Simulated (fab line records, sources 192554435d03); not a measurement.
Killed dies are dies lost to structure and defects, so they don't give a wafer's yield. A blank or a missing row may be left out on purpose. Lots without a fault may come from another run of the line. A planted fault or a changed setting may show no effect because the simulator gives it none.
A struck lot beside a sound one | flow n5_finfet | 31 steps out of a route of 1938
Sound: wafers L259.2, L259.4, L259.6. Struck: wafer L271.6. (L271.2 of the same lot was not struck and is left out.) The cause comes at the end.
At each step with rows: each side's tool, then ch and its chambers, then its first start. Under that, the readings that differ: sound wafers | struck wafers | difference of the means | sigmas: that difference in standard deviations of wafers without a fault.
alike: readings whose means differ by less than 2 such deviations, and words and numbers that are the same on both sides. not compared: withheld readings, readings that some wafer has no value for, bounds like >300 that may hide the same value, and numbers for which the record gives no deviation and whose values overlap.
The two part at a step that has a row with sigmas, a row that says differs or no value, or rows on one side only. Numbers that don't overlap but have no deviation are shown without sigmas and don't part them. A reading that every wafer of one side lacks parts them only if that side has two wafers or more.

first, 8 steps without rows for these wafers: N5_ILD0_LINER_00 (material SiNx, target thk 4 nm, pulse time 1 s, purge time 2 s); N5_ILD0_FCVD_FILL_01 (material SiO2 flowable, target thk 200 nm, time 328.3 s); N5_ILD0_CURE_02 (time 1800 s); N5_ILD0_CMP_03 (polishes, stops on SiNx, t overpolish 1.9 s, target thk 197.38 nm); N5_ILD0_CMP_07 (polishes SiO2 flowable, stops on poly-Si, t overpolish 1.18 s, target thk 138.88 nm); N5_ILD0_PRECLEAN_10 (cleans in NF3:NH3, afs cycles 5, time 20 s, sublimation time 60 s); N5_ILD0_ALD_15 (deposits SiNx, target thk 24 nm, pulse time 1 s, ald cycles 480); N5_ILD0_CMP_12 (polishes SiNx, stops on poly-Si, t overpolish 6 s, target thk 17.67 nm).
N5_SDB_HM_DEP_00: deposits SiNx from SiH4/NH3/N2, target thk 40 nm, time 35.3 s.
  sound on pecvd-04 ch 0,1, day 4 06:43; struck on pecvd-04 ch 1, day 7 09:25
  reading                                 | sound        | struck | difference | sigmas
  model.SiNx_of_SDB_HM_DEP_00.thk_nm (nm) | 39.2 39.6 40 | 29.6   | -10.0      |
  alike: heater_power_w, showerhead_plenum_p_Torr, showerhead_vpp_V, throttle_valve_pct
then, 13 steps without rows for these wafers: N5_SDB_COAT_03 (time 60 s, resist thk 100 nm); N5_SDB_COAT_04 (time 60 s, resist thk 18 nm); N5_SDB_COAT_05 (resist thk 90 nm); N5_SDB_EBR_07; N5_SDB_SOFTBAKE_06 (time 60 s); N5_SDB_EXPOSE_08 (exposes mask SDB); N5_SDB_PEB_09 (peb time 60 s); N5_SDB_DEVELOP_10 (develop time 30 s); N5_SDB_DESCUM_16 (chemistry O2, time 7.9 s); N5_SDB_ETCH_17 (etches SiARC in CF4, target depth 23.4 nm, time 39 s); N5_SDB_ETCH_18 (etches SOC in N2/H2, target depth 100 nm, overetch 20 nm, time 150 s); N5_SDB_STRIP_19 (strips in N2/H2); N5_SDB_STRIP_21 (strips in CF4).
N5_SDB_HM_OPEN_20: chemistry CH3F/O2, target SiNx, stops on poly-Si, target depth 24 nm.
  sound on rie_diel-05 ch 0,1,3, day 4 07:44; struck on rie_diel-05 ch 3, day 7 10:10
  reading                  | sound            | struck | difference | sigmas
  oes_product_au (a.u.)    | 0.60 0.73 0.77   | 0.53   | -0.17      | -3
  model.etch.depth_nm (nm) | 23.26 23.7 24.01 | 13.56  | -10.10     |
  alike: CH3F_flow_sccm, drypump_motor_current_A, oes_o_777_au, rf_vpp_V, showerhead_plenum_p_Torr, throttle_valve_pct
  not compared: rf_hours_counter_h
then, 5 steps without rows for these wafers: N5_SDB_STRIP_22 (strips in N2/H2); N5_SDB_PRECLEAN_23 (cleans in dHF, time 30 s); N5_SDB_DUMMY_REMOVE_24 (chemistry TMAH, target poly-Si, stops on SiO2, target depth 142 nm, time 57 s, rinse time 30 s); N5_SDB_ETCH_25 (etches SiO2 in C4F6/O2, target depth 10 nm, time 3.3 s); N5_SDB_CUT_ETCH_26 (etches Si in HBr/Cl2/O2, target depth 129.6 nm, bt time 20 s, time 51.8 s).
N5_SDB_PRECLEAN_38: cleans in dHF, time 10 s.
  sound on wet_bench-01 ch 1,5,7, day 4 08:14; struck on wet_bench-01 ch 1, day 7 10:41
  reading                                 | sound        | struck | difference | sigmas
  model.SiNx_of_SDB_HM_DEP_00.thk_nm (nm) | 21 21.8 22.2 | 11.8   | -9.9       |
then, 2 steps without rows for these wafers: N5_SDB_PRECLEAN_39 (cleans in O3/DIW, time 45 s); N5_PASSIVATION_PROBE_49.

WHERE THEY PART
Only at N5_SDB_HM_OPEN_20, within this record.

WHY: what the simulator had put in
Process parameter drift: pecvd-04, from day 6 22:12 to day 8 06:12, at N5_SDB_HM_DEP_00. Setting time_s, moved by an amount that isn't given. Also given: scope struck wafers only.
